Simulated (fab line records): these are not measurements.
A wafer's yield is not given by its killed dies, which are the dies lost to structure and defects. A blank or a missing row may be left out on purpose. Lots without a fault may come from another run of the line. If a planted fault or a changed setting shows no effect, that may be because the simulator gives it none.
fab line records	flow n5-finfet
record: lots: 7	wafers: 21
route steps=1938 shown BEOL_M7@1287 BEOL_M8@1348 BEOL_M9@1418 BEOL_M10@1507 BEOL_M11@1560
start-h: start of the lot's first displayed wafer, in hours after the record's first day	wait-h: time in hours since the lot's previous step	" identical to the entry in the row above	L1.1+2: several wafers, shown together as one row	- no value, or no start given	* or withheld: withheld	< > ~ a bound
route shown NAME@n: NAME is a module with steps in the file, n the number in the route of the first one	usual: average and standard deviation across the fault-free wafers	same: alike in all rows	chamber/n: place in a boat	sites: per-site readings	_std_site: the values' standard deviation	_edge_site: mean of outer sites minus mean of inner sites	radius-mm: how far each site lies from the wafer's centre	mask NAME#n: copy n	behind: the tool/chamber that last shaped the wafer	hold: the reason the lot was held/the length of the hold in hours/how it ended	device: transistor that didn't switch, given as n, p or np	end of line: at the end of the route, the tests of the same wafers	a step with no rows: only its recipe	killed: at the first sort, the dies lost to defects and structure; wafer yield is something else	map: dies across one wafer; x = killed, . = not, _ = none there
set.NAME: the run value of the setting; set.NAME@STEP: its run value at that earlier step	model.NAME: the simulator's own value behind a step, which no gauge read
one table per step and one row per wafer, for lots whose settings were changed on purpose
== steps ==
step: N5_BEOL_M7_COAT_63
recipe: resist: SOC	temp-c: 250	time-s: 60	spin-rpm: 1500	resist-thk-nm: 60
lot.wafer	tool	chamber	start-h	wait-h	set.spin-rpm	model.SOC_of_BEOL_M7_COAT_63.thk-nm
L074.1+4	litho-track-01	0	234.78	1.9	1419	62
L074.2	"	0	"	"	1500	60
L075.2	litho-track-04	0	237.97	0.6	1500	60.2
L075.4	"	0	"	"	1628	57.8
L075.6	"	0	"	"	1500	60
L082.2	litho-track-02	0	276.55	2.9	1500	60.2
L082.3+4	"	0	"	"	1380	62.6
L085.2	litho-track-01	0	280.82	1.6	1500	59.8
L085.4	"	0	"	"	1437	61.2
L085.5	"	0	"	"	1500	60
L088.2+4+6	litho-track-02	0	320.15	3.6	1500	60.2
L091.1	litho-track-01	0	338.11	2.4	1500	60
L091.2	"	0	"	"	1656	57.2
L091.6	"	0	"	"	1656	57
L097.2	litho-track-01	0	370.10	1.3	1500	60.2
L097.4+5	"	0	"	"	1366	62.8
step: N5_BEOL_M7_COAT_64
recipe: resist: SiARC	temp-c: 220	time-s: 60	spin-rpm: 1500	resist-thk-nm: 12
step: N5_BEOL_M7_COAT_71
recipe: resist: underlayer	temp-c: 205	time-s: 60	spin-rpm: 1500	resist-thk-nm: 5
step: N5_BEOL_M7_ETCH_72
recipe: chemistry: N2/H2	target: underlayer	target-depth-a: 65	mask-material: CAR-EUV	time-s: 5.2	ion-energy-ev: 200	pressure-mtorr: 30	source-w: 840	bias-w: 150	n2-flow-sccm: 200	h2-flow-sccm: 200	ends: cleared
step: N5_BEOL_M7_ETCH_65
recipe: chemistry: CF4	target: SiARC	target-depth-a: 156	mask-material: CAR-EUV	time-s: 26	ion-energy-ev: 80	pressure-mtorr: 40	source-w: 545	bias-w: 36	Ar_flow_sccm: 100	cf4-flow-sccm: 100	ends: cleared
step: N5_BEOL_M7_ETCH_66
recipe: chemistry: N2/H2	target: SOC	target-depth-a: 800	overetch-a: 160	mask-material: SiARC	temp-c: 40	time-s: 120	ion-energy-ev: 200	pressure-mtorr: 30	source-w: 840	bias-w: 150	n2-flow-sccm: 200	h2-flow-sccm: 200
lot.wafer	tool	chamber	start-h	wait-h	set.spin-rpm@BEOL_M7_COAT_63	model.etch.depth-nm
L074.1	rie-diel-06	2	235.42	0.0	1419	61.98
L074.2	"	1	"	"	1500	60.08
L074.4	"	0	"	"	1419	62.09
L075.2	rie-diel-06	1	238.77	0.0	1500	60.12
L075.4	"	3	"	"	1628	57.83
L075.6	"	3	"	"	1500	60.06
L082.2	rie-diel-04	3	277.15	0.0	1500	60.18
L082.3	"	1	"	"	1380	62.6
L082.4	"	0	"	"	1380	62.5
L085.2	rie-diel-04	3	281.30	0.0	1500	59.75
L085.4	"	0	"	"	1437	61.11
L085.5	"	1	"	"	1500	59.96
L088.2	rie-diel-04	2	320.71	0.0	1500	60.11
L088.4	"	0	"	"	1500	60.2
L088.6	"	0	"	"	1500	60.15
L091.1	rie-diel-04	2	339.11	0.0	1500	59.98
L091.2	"	0	"	"	1656	57.14
L091.6	"	1	"	"	1656	57.03
L097.2	rie-diel-04	1	370.57	0.0	1500	60.17
L097.4	"	2	"	"	1366	62.9
L097.5	"	3	"	"	1366	62.86
step: N5_BEOL_M7_STRIP_69
recipe: chemistry: N2/H2	temp-c: 40	n2-flow-sccm: 200	h2-flow-sccm: 200	rf-frequency-hz: 6e+07
step: N5_BEOL_M7_STRIP_73
recipe: chemistry: N2/H2	temp-c: 40	n2-flow-sccm: 200	h2-flow-sccm: 200	rf-frequency-hz: 6e+07
step: N5_BEOL_M7_VIA_ETCH_34
recipe: chemistry: C4F6/O2	target: SiCOH_lowk	target-depth-a: 1255	mask-material: SOC	taper-deg: 4	time-s: 50.5	ion-energy-ev: 250	pressure-mtorr: 30	source-w: 345	bias-w: 185	Ar_flow_sccm: 300	C4F6_flow_sccm: 10	O2_flow_sccm: 10
lot.wafer	tool	chamber	start-h	wait-h	set.spin-rpm@BEOL_M7_COAT_63	model.SOC_of_BEOL_M7_COAT_63.thk-nm
L074.1+4	rie-diel-06	2,0	235.52	0.0	1419	56
L074.2	"	1	"	"	1500	54.2
L075.2	rie-diel-06	1	238.87	0.0	1500	54
L075.4	"	3	"	"	1628	51.8
L075.6	"	3	"	"	1500	54.2
L082.2	rie-diel-04	3	277.25	0.0	1500	54.2
L082.3+4	"	1,0	"	"	1380	56.4
L085.2	rie-diel-04	3	281.40	0.0	1500	53.6
L085.4	"	0	"	"	1437	55
L085.5	"	1	"	"	1500	53.8
L088.2	rie-diel-04	2	320.81	0.0	1500	54.2
L088.4+6	"	0	"	"	1500	54
L091.1	rie-diel-04	2	339.21	0.0	1500	54.2
L091.2	"	0	"	"	1656	51
L091.6	"	1	"	"	1656	50.8
L097.2	rie-diel-04	1	370.67	0.0	1500	53.8
L097.4	"	2	"	"	1366	57
L097.5	"	3	"	"	1366	56.8
step: N5_BEOL_M8_DESCUM_16
recipe: chemistry: O2	time-s: 7.9	source-power-w: 50	bias-power-w: 20	pressure-mtorr: 20	rf-frequency-hz: 2.712e+07	temp-c: 40	resist: CAR-ArF	o2-flow-sccm: 225
lot.wafer	tool	chamber	start-h	wait-h	set.time-s	model.CAR-ArF_of_BEOL_M8_COAT_05.thk-nm
L074.1	rie-diel-05	2	243.71	0.5	9.004	82.8
L074.2	"	3	"	"	7.9	83.4
L074.4	"	0	"	"	9.004	82.4
L075.2+4+6	rie-diel-01	0,1,1	246.35	0.0	7.9	83.6
L082.2	rie-diel-03	3	282.47	0.4	7.9	83.4
L082.3	"	0	"	"	7.9	83
L082.4	"	2	"	"	7.9	83.6
L085.2+4	rie-diel-01	0,2	288.36	0.0	7.9	83.4
L085.5	"	1	"	"	9.618	82.2
L088.2	rie-diel-03	1	325.49	0.0	7.9	82.6
L088.4+6	"	2,3	"	"	7.9	83
L091.1+6	rie-diel-05	2,0	344.35	0.0	7.9	83.8
L091.2	"	3	"	"	7.9	83.6
L097.2+4	rie-diel-01	3,2	378.18	0.1	8.7	82.4
L097.5	"	3	"	"	8.7	82.6
step: N5_BEOL_M8_ETCH_61
recipe: chemistry: CF4	target: SiARC	target-depth-a: 455	mask-material: CAR-ArF	time-s: 75.8	ion-energy-ev: 80	pressure-mtorr: 40	source-w: 545	bias-w: 36	Ar_flow_sccm: 100	cf4-flow-sccm: 100	ends: cleared
usual: rf-vpp-V: 184.2/1.4
lot.wafer	tool	chamber	start-h	wait-h	set.bias-w	rf-vpp-V
L074.1	rie-diel-05	2	243.74	0.0	41.03	201.7
L074.2	"	3	"	"	41.03	200.0
L074.4	"	0	"	"	36	180.2
L075.2	rie-diel-01	0	246.38	0.0	36	184.0
L075.4	"	1	"	"	36	184.1
L075.6	"	1	"	"	33.21	174.0
L082.2	rie-diel-03	3	282.51	0.0	40.57	198.9
L082.3	"	0	"	"	36	186.0
L082.4	"	2	"	"	40.57	200.3
L085.2	rie-diel-01	0	288.40	0.0	36	181.0
L085.4	"	2	"	"	36	182.1
L085.5	"	1	"	"	36	183.5
L088.2	rie-diel-03	1	325.53	0.0	36	186.2
L088.4	"	2	"	"	36	185.7
L088.6	"	3	"	"	36	183.2
L091.1	rie-diel-05	2	344.39	0.0	38.14	192.3
L091.2	"	3	"	"	36	184.6
L091.6	"	0	"	"	38.14	190.4
L097.2	rie-diel-01	3	378.21	0.0	36	184.2
L097.4	"	2	"	"	40.92	198.8
L097.5	"	3	"	"	36	185.5
step: N5_BEOL_M9_ETCH_61
recipe: chemistry: CF4	target: SiARC	target-depth-a: 390	mask-material: CAR-ArF	time-s: 65	ion-energy-ev: 80	pressure-mtorr: 40	source-w: 545	bias-w: 36	Ar_flow_sccm: 100	cf4-flow-sccm: 100	ends: cleared
usual: rf-vpp-V: 184.0/1.1
lot.wafer	tool	chamber	start-h	wait-h	set.source-w	rf-vpp-V
L074.1	rie-diel-04	0	253.93	0.0	545	183.9
L074.2	"	3	"	"	545	183.2
L074.4	"	1	"	"	599.7	179.0
L075.2	rie-diel-02	0	257.22	0.0	585.5	179.7
L075.4	"	2	"	"	545	183.0
L075.6	"	1	"	"	545	184.6
L082.2	rie-diel-02	1	290.20	0.0	545	184.9
L082.3	"	2	"	"	545	183.7
L082.4	"	3	"	"	545	183.7
L085.2	rie-diel-04	3	294.49	0.0	488.5	190.3
L085.4	"	1	"	"	545	184.1
L085.5	"	1	"	"	488.5	190.9
L088.2	rie-diel-02	0	334.75	0.0	545	184.3
L088.4	"	0	"	"	545	184.0
L088.6	"	3	"	"	545	183.3
L091.1	rie-diel-02	0	352.11	0.0	545	184.7
L091.2	"	3	"	"	476	192.7
L091.6	"	0	"	"	545	184.9
L097.2	rie-diel-06	3	389.04	0.0	545	184.7
L097.4	"	3	"	"	545	185.3
L097.5	"	0	"	"	545	185.5
step: N5_BEOL_M9_COAT_22
recipe: resist: CAR-EUV	spin-rpm: 1500	resist-thk-nm: 30
lot.wafer	tool	chamber	start-h	wait-h	set.spin-rpm	model.CAR-EUV_of_BEOL_M9_COAT_22.thk-nm
L074.1	litho-track-02	0	-	-	1500	30.2
L074.2+4	"	0	"	"	1416	31
L075.2	litho-track-03	0	-	-	1500	29.8
L075.4	"	0	"	"	1362	31.4
L075.6	"	0	"	"	1362	31.6
L082.2	litho-track-04	0	-	-	1500	30
L082.3	"	0	"	"	1358	31.6
L082.4	"	0	"	"	1500	30.2
L085.2	litho-track-04	0	-	-	1500	30
L085.4+5	"	0	"	"	1431	30.6
L088.2+4+6	litho-track-04	0	-	-	1500	30
L091.1+6	litho-track-02	0	-	-	1500	30
L091.2	"	0	"	"	1593	29.2
L097.2+5	litho-track-02	0	-	-	1500	30.2
L097.4	"	0	"	"	1500	30
step: N5_BEOL_M9_EBR_24
recipe: solvent: PGMEA	ebr-width-mm: 1.5
step: N5_BEOL_M9_SOFTBAKE_23
recipe: temp-c: 110	time-s: 60	resist: CAR-EUV
step: N5_BEOL_M9_DESCUM_33
recipe: chemistry: O2	time-s: 7	source-power-w: 50	bias-power-w: 20	pressure-mtorr: 20	rf-frequency-hz: 2.712e+07	temp-c: 40	resist: CAR-EUV	o2-flow-sccm: 225
lot.wafer	tool	chamber	start-h	wait-h	set.spin-rpm@BEOL_M9_COAT_22	model.CAR-EUV_of_BEOL_M9_COAT_22.thk-nm
L074.1	rie-diel-02	1	255.72	0.0	1500	26.2
L074.2+4	"	2,3	"	"	1416	27
L075.2	rie-diel-04	1	258.31	0.0	1500	26
L075.4+6	"	2,3	"	"	1362	27.6
L082.2+4	rie-diel-02	0,2	291.20	0.0	1500	26.2
L082.3	"	1	"	"	1358	27.6
L085.2	rie-diel-02	1	295.45	0.0	1500	26
L085.4+5	"	2	"	"	1431	26.8
L088.2	rie-diel-06	1	335.71	0.0	1500	26.2
L088.4+6	"	1,0	"	"	1500	26
L091.1+6	rie-diel-02	2,1	358.55	0.0	1500	26
L091.2	"	3	"	"	1593	25.2
L097.2+4+5	rie-diel-04	0,1,3	390.17	0.2	1500	26.2
step: N5_BEOL_M9_DEP_56
recipe: material: SiCN	target-thk-a: 150	temp-c: withheld	precursor: 3MS/NH3	pressure-torr: 3	rf-w: 202	time-s: 26.5
lot.wafer	tool	chamber	start-h	wait-h	set.time-s	model.SiCN_of_BEOL_M9_DEP_56.thk-nm
L074.1	pecvd-03	2	258.76	0.0	28.86	16.4
L074.2	"	0	"	"	28.86	16.2
L074.4	"	2	"	"	26.5	15.2
L075.2	pecvd-03	0	262.40	0.0	26.5	14.6
L075.4	"	2	"	"	26.5	14.8
L075.6	"	1	"	"	26.5	15
L082.2	pecvd-03	1	295.18	0.0	26.5	15
L082.3	"	0	"	"	26.5	14.8
L082.4	"	1	"	"	26.5	15.2
L085.2	pecvd-04	2	298.59	0.0	22.54	12.8
L085.4	"	0	"	"	22.54	12.4
L085.5	"	1	"	"	26.5	15
L088.2	pecvd-03	0	340.20	0.0	26.5	14.8
L088.4	"	1	"	"	26.5	15.2
L088.6	"	0	"	"	26.5	15
L091.1	pecvd-01	2	363.49	0.0	28.87	16
L091.2	"	0	"	"	26.5	14.4
L091.6	"	2	"	"	28.87	16.2
L097.2	pecvd-03	1	393.09	0.0	26.5	14.8
L097.4	"	0	"	"	26.5	15.2
L097.5	"	1	"	"	24.77	14.2
step: N5_BEOL_M10_ETCH_66
recipe: chemistry: N2/H2	target: SOC	target-depth-a: 1200	overetch-a: 240	mask-material: SiARC	temp-c: 40	time-s: 180	ion-energy-ev: 200	pressure-mtorr: 30	source-w: 840	bias-w: 150	n2-flow-sccm: 200	h2-flow-sccm: 200
lot.wafer	tool	chamber	start-h	wait-h	set.time-s	model.SiARC_of_BEOL_M10_COAT_64.thk-nm
L074.1+4	rie-diel-01	1,3	266.73	0.0	141.8	23.8
L074.2	"	0	"	"	180	22.8
L075.2	rie-diel-01	0	267.65	0.0	180	22.8
L075.4	"	3	"	"	160.2	23
L075.6	"	2	"	"	160.2	23.2
L082.2	rie-diel-03	3	301.74	0.0	146.9	23.6
L082.3	"	1	"	"	180	22.2
L082.4	"	2	"	"	180	22.8
L085.2	rie-diel-05	0	304.15	0.0	156	23.8
L085.4	"	2	"	"	156	23.6
L085.5	"	1	"	"	180	22.6
L088.2+6	rie-diel-03	3,0	346.76	0.0	180	22.4
L088.4	"	0	"	"	180	22.6
L091.1+6	rie-diel-03	1	370.82	0.0	180	22.2
L091.2	"	0	"	"	180	22.4
L097.2	rie-diel-05	2	396.48	0.0	196	22.2
L097.4	"	1	"	"	180	23.2
L097.5	"	0	"	"	196	22.4
step: N5_BEOL_M10_VIA_ETCH_34
recipe: chemistry: C4F6/O2	target: SiCOH_lowk	target-depth-a: 1845	mask-material: SOC	taper-deg: 4	time-s: 69.2	ion-energy-ev: 250	pressure-mtorr: 30	source-w: 345	bias-w: 185	Ar_flow_sccm: 300	C4F6_flow_sccm: 10	O2_flow_sccm: 10
usual: rf-vpp-V: 675/13
lot.wafer	tool	chamber	start-h	wait-h	set.bias-w	rf-vpp-V
L074.1	rie-diel-01	1	266.86	0.0	158	582
L074.2	"	0	"	"	158	592
L074.4	"	3	"	"	185	685
L075.2	rie-diel-01	0	267.78	0.0	185	671
L075.4	"	3	"	"	185	683
L075.6	"	2	"	"	185	688
L082.2	rie-diel-03	3	301.87	0.0	185	689
L082.3	"	1	"	"	185	685
L082.4	"	2	"	"	185	685
L085.2	rie-diel-05	0	304.27	0.0	185	652
L085.4	"	2	"	"	211.2	756
L085.5	"	1	"	"	185	654
L088.2	rie-diel-03	3	346.88	0.0	185	689
L088.4	"	0	"	"	185	682
L088.6	"	0	"	"	185	682
L091.1	rie-diel-03	1	370.94	0.0	206.8	747
L091.2	"	0	"	"	206.8	744
L091.6	"	1	"	"	206.8	748
L097.2	rie-diel-05	2	396.61	0.0	152.9	585
L097.4	"	1	"	"	185	655
L097.5	"	0	"	"	152.9	559
step: N5_BEOL_M11_COAT_63
recipe: resist: SOC	temp-c: 250	time-s: 60	spin-rpm: 1500	resist-thk-nm: 100
lot.wafer	tool	chamber	start-h	wait-h	set.spin-rpm	model.SOC_of_BEOL_M11_COAT_63.thk-nm
L075.2	litho-track-03	0	276.70	2.8	1500	100.2
L075.4	"	0	"	"	1500	100
L075.6	"	0	"	"	1500	100.4
L074.1	litho-track-05	0	276.70	3.0	1662	95
L074.2	"	0	"	"	1500	99.6
L074.4	"	0	"	"	1500	99.8
L085.2+5	litho-track-02	0	314.10	2.7	1500	100.2
L085.4	"	0	"	"	1500	100.6
L082.2	litho-track-03	0	314.10	2.6	1399	103.2
L082.3	"	0	"	"	1500	99.8
L082.4	"	0	"	"	1399	103.4
L088.2	litho-track-05	0	358.16	6.1	1500	99.6
L088.4+6	"	0	"	"	1500	99.8
L091.1	litho-track-03	0	381.05	2.1	1500	100
L091.2	"	0	"	"	1500	100.4
L091.6	"	0	"	"	1500	100.2
L097.2	litho-track-03	0	404.81	2.5	1500	100
L097.4	"	0	"	"	1607	96.6
L097.5	"	0	"	"	1607	96.4
step: N5_BEOL_M11_EXPOSE_25
recipe: mask-id: V10	na: 1.35	source-shape: annular	sigma-inner: 0.5	sigma-outer: 0.8	polarization: unpolarized	dose-mj: 85.5
lot.wafer	tool	chamber	start-h	wait-h	mask	set.dose-mj
L075.2+4	arfi-scanner-01	0	276.95	-	V10#0	85.5
L075.6	"	0	"	"	V10#0	91.73
L074.1	arfi-scanner-03	0	277.11	-	V10#0	85.5
L074.2+4	"	0	"	"	V10#0	80.56
L085.2	arfi-scanner-01	0	314.34	-	V10#0	85.5
L085.4+5	"	0	"	"	V10#0	90.41
L082.2+4	arfi-scanner-02	0	314.51	-	V10#0	85.5
L082.3	"	0	"	"	V10#0	81.27
L088.2+4+6	arfi-scanner-01	0	358.58	-	V10#0	85.5
L091.1+2+6	arfi-scanner-03	0	381.33	-	V10#0	85.5
L097.2	arfi-scanner-02	0	405.06	-	V10#0	85.5
L097.4+5	"	0	"	"	V10#0	89.57
step: N5_BEOL_M11_PEB_26
recipe: peb-temp-c: withheld	peb-time-s: 60	resist: CAR-ArF
step: N5_BEOL_M11_DEVELOP_27
recipe: develop-time-s: 30	developer: TMAH	resist: CAR-ArF	rinse-liquid: diw	dry: air-spin	dev-temp-c: 23
step: N5_BEOL_M11_CD_MEAS_28
recipe: target-cd-nm: 70	landing-energy-ev: 500	detector: se-inlens	polarity: opening
usual: cd-nm: 69.9/1.1
lot.wafer	tool	chamber	start-h	wait-h	set.dose-mj@BEOL_M11_EXPOSE_25	cd-nm
L075.2	cd-sem-03	0	277.07	-	85.5	69.7
L075.4	"	0	"	"	85.5	69.1
L075.6	"	0	"	"	91.73	76.5
L074.1	cd-sem-03	0	277.24	-	85.5	68.7
L074.2	"	0	"	"	80.56	63.7
L074.4	"	0	"	"	80.56	62.8
L085.2	cd-sem-02	0	314.47	-	85.5	70.9
L085.4	"	0	"	"	90.41	76.2
L085.5	"	0	"	"	90.41	76.1
L082.2	cd-sem-03	0	314.64	-	85.5	69.6
L082.3	"	0	"	"	81.27	65.4
L082.4	"	0	"	"	85.5	68.6
L088.2	cd-sem-01	0	358.70	-	85.5	71.0
L088.4	"	0	"	"	85.5	70.3
L088.6	"	0	"	"	85.5	69.3
L091.1	cd-sem-01	0	381.47	-	85.5	68.1
L091.2	"	0	"	"	85.5	69.7
L091.6	"	0	"	"	85.5	69.1
L097.2	cd-sem-03	0	405.18	-	85.5	69.4
L097.4	"	0	"	"	89.57	73.5
L097.5	"	0	"	"	89.57	75.1
step: N5_BEOL_M11_DESCUM_33
recipe: chemistry: O2	time-s: 7.9	source-power-w: 50	bias-power-w: 20	pressure-mtorr: 20	rf-frequency-hz: 2.712e+07	temp-c: 40	resist: CAR-ArF	o2-flow-sccm: 225
step: N5_BEOL_M11_ETCH_65
recipe: chemistry: CF4	target: SiARC	target-depth-a: 390	mask-material: CAR-ArF	time-s: 65	ion-energy-ev: 80	pressure-mtorr: 40	source-w: 545	bias-w: 36	Ar_flow_sccm: 100	cf4-flow-sccm: 100	ends: cleared
step: N5_BEOL_M11_ETCH_66
recipe: chemistry: N2/H2	target: SOC	target-depth-a: 1200	overetch-a: 240	mask-material: SiARC	temp-c: 40	time-s: 180	ion-energy-ev: 200	pressure-mtorr: 30	source-w: 840	bias-w: 150	n2-flow-sccm: 200	h2-flow-sccm: 200
lot.wafer	tool	chamber	start-h	wait-h	set.spin-rpm@BEOL_M11_COAT_63	model.etch.depth-nm
L075.2	rie-diel-02	0	277.24	0.0	1500	100.2
L075.4	"	3	"	"	1500	100.1
L075.6	"	0	"	"	1500	100.4
L074.1	rie-diel-04	1	277.56	0.0	1662	94.98
L074.2	"	3	"	"	1500	99.7
L074.4	"	0	"	"	1500	99.83
L085.2+5	rie-diel-02	3	314.64	0.0	1500	100.2
L085.4	"	1	"	"	1500	100.6
L082.2	rie-diel-04	0	314.81	0.0	1399	103.2
L082.3	"	1	"	"	1500	99.84
L082.4	"	2	"	"	1399	103.4
L088.2	rie-diel-06	1	359.26	0.0	1500	99.67
L088.4	"	3	"	"	1500	99.71
L088.6	"	0	"	"	1500	99.76
L091.1	rie-diel-06	3	381.64	0.0	1500	99.9
L091.2	"	2	"	"	1500	100.3
L091.6	"	3	"	"	1500	100.2
L097.2	rie-diel-04	3	405.35	0.0	1500	99.93
L097.4	"	2	"	"	1607	96.69
L097.5	"	0	"	"	1607	96.45
step: N5_BEOL_M11_STRIP_69
recipe: chemistry: N2/H2	temp-c: 40	n2-flow-sccm: 200	h2-flow-sccm: 200	rf-frequency-hz: 6e+07
step: N5_BEOL_M11_VIA_ETCH_34
recipe: chemistry: C4F6/O2	target: SiCOH_lowk	target-depth-a: 1845	mask-material: SOC	taper-deg: 4	time-s: 69.2	ion-energy-ev: 250	pressure-mtorr: 30	source-w: 345	bias-w: 185	Ar_flow_sccm: 300	C4F6_flow_sccm: 10	O2_flow_sccm: 10
lot.wafer	tool	chamber	start-h	wait-h	set.spin-rpm@BEOL_M11_COAT_63	model.SOC_of_BEOL_M11_COAT_63.thk-nm
L075.2	rie-diel-02	0	277.37	0.0	1500	92
L075.4	"	3	"	"	1500	91.8
L075.6	"	0	"	"	1500	92.4
L074.1	rie-diel-04	1	277.68	0.0	1662	86.8
L074.2+4	"	3,0	"	"	1500	91.6
L085.2+5	rie-diel-02	3	314.77	0.0	1500	92
L085.4	"	1	"	"	1500	92.4
L082.2	rie-diel-04	0	314.93	0.0	1399	95
L082.3	"	1	"	"	1500	91.4
L082.4	"	2	"	"	1399	95.6
L088.2+4	rie-diel-06	1,3	359.38	0.0	1500	92
L088.6	"	0	"	"	1500	91.8
L091.1	rie-diel-06	3	381.76	0.0	1500	92.2
L091.2+6	"	2,3	"	"	1500	92.4
L097.2	rie-diel-04	3	405.48	0.0	1500	92
L097.4	"	2	"	"	1607	88.6
L097.5	"	0	"	"	1607	88.4
== key ==
split: step: N5_BEOL_M7_COAT_63	setting: spin-rpm	stated: 1500	by: wafer
response: step: N5_BEOL_M7_COAT_63	reading: model.SOC_of_BEOL_M7_COAT_63.thk-nm	change: -0.292	per: 1%	r: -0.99
response: step: N5_BEOL_M7_ETCH_66	reading: model.etch.depth-nm	change: -0.292	per: 1%	r: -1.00
response: step: N5_BEOL_M7_VIA_ETCH_34	reading: model.SOC_of_BEOL_M7_COAT_63.thk-nm	change: -0.308	per: 1%	r: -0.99
split: step: N5_BEOL_M8_DESCUM_16	setting: time-s	stated: 7.9	by: wafer
response: step: N5_BEOL_M8_DESCUM_16	reading: model.CAR-ArF_of_BEOL_M8_COAT_05.thk-nm	change: -0.0558	per: 1%	r: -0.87
split: step: N5_BEOL_M8_ETCH_61	setting: bias-w	stated: 36	by: wafer
response: step: N5_BEOL_M8_ETCH_61	reading: rf-vpp-V	change: +1.2	per: 1%	r: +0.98
split: step: N5_BEOL_M9_ETCH_61	setting: source-w	stated: 545	by: wafer
response: step: N5_BEOL_M9_ETCH_61	reading: rf-vpp-V	change: -0.574	per: 1%	r: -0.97
split: step: N5_BEOL_M9_COAT_22	setting: spin-rpm	stated: 1500	by: wafer
response: step: N5_BEOL_M9_COAT_22	reading: model.CAR-EUV_of_BEOL_M9_COAT_22.thk-nm	change: -0.159	per: 1%	r: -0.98
response: step: N5_BEOL_M9_DESCUM_33	reading: model.CAR-EUV_of_BEOL_M9_COAT_22.thk-nm	change: -0.155	per: 1%	r: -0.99
split: step: N5_BEOL_M9_DEP_56	setting: time-s	stated: 26.5	by: wafer
response: step: N5_BEOL_M9_DEP_56	reading: model.SiCN_of_BEOL_M9_DEP_56.thk-nm	change: +0.155	per: 1%	r: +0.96
split: step: N5_BEOL_M10_ETCH_66	setting: time-s	stated: 180	by: wafer
response: step: N5_BEOL_M10_ETCH_66	reading: model.SiARC_of_BEOL_M10_COAT_64.thk-nm	change: -0.0578	per: 1%	r: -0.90
split: step: N5_BEOL_M10_VIA_ETCH_34	setting: bias-w	stated: 185	by: wafer
response: step: N5_BEOL_M10_VIA_ETCH_34	reading: rf-vpp-V	change: +6.06	per: 1%	r: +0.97
split: step: N5_BEOL_M11_COAT_63	setting: spin-rpm	stated: 1500	by: wafer
response: step: N5_BEOL_M11_COAT_63	reading: model.SOC_of_BEOL_M11_COAT_63.thk-nm	change: -0.466	per: 1%	r: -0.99
response: step: N5_BEOL_M11_ETCH_66	reading: model.etch.depth-nm	change: -0.464	per: 1%	r: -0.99
response: step: N5_BEOL_M11_VIA_ETCH_34	reading: model.SOC_of_BEOL_M11_COAT_63.thk-nm	change: -0.484	per: 1%	r: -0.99
split: step: N5_BEOL_M11_EXPOSE_25	setting: dose-mj	stated: 85.5	by: wafer
response: step: N5_BEOL_M11_CD_MEAS_28	reading: cd-nm	change: +0.929	per: 1%	r: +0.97
